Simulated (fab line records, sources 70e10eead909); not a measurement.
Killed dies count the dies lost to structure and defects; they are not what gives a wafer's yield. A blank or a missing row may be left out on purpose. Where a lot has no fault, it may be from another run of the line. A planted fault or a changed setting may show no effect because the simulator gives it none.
Chamber matching -- flow nand_harc -- NHARC_A_CONTACT_ETCH_110 on rie_diel-04: 4 sister chambers
The step etches the open film in CF4/O2, target depth 60 nm, overetch 6 nm, time 33 s. 4 wafers are shown with their chamber, then 10 later ones without.

== WAFERS WITH THEIR CHAMBER ==
wafer,chamber,drypump_motor_current_A (A)
L326.2,2,5.7
L329.1,3,5.7
L329.4,0,5.5
L327.1,1,5.2

== WAFERS WITH NO CHAMBER GIVEN ==
wafer,drypump_motor_current_A (A)
L327.5,5.7
L327.6,5.2
L328.4,5.2
L328.5,5.2
L328.6,5.4
L332.1,5.2
L332.6,5.7
L337.2,5.7
L337.4,5.7
L337.5,5.4

== THE CHAMBER EACH PASSED THROUGH ==
wafer,from the rows above,in truth
L327.5,can't be placed: 2 or 3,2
L327.6,1,1
L328.4,1,1
L328.5,1,1
L328.6,0,0
L332.1,1,1
L332.6,can't be placed: 2 or 3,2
L337.2,can't be placed: 2 or 3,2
L337.4,can't be placed: 2 or 3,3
L337.5,0,0
6 of 10 placed correctly. Not placeable from these rows: 4 (in 4, the candidates include the true chamber). Number placed wrongly: 0.
How it was worked out, from the rows above alone: a wafer's distance from a chamber is the root of the sum, over the readings, of the square of ((its reading less the chamber's mean) divided by the reading's scatter). The wafer belongs to the nearest chamber; if the next one is less than 2 further off, it can't be placed. A chamber's mean is the mean of its shown wafers. The scatter: with one shown wafer a chamber, the root of the mean of the squares of how far each hidden wafer lies from its nearest shown one.
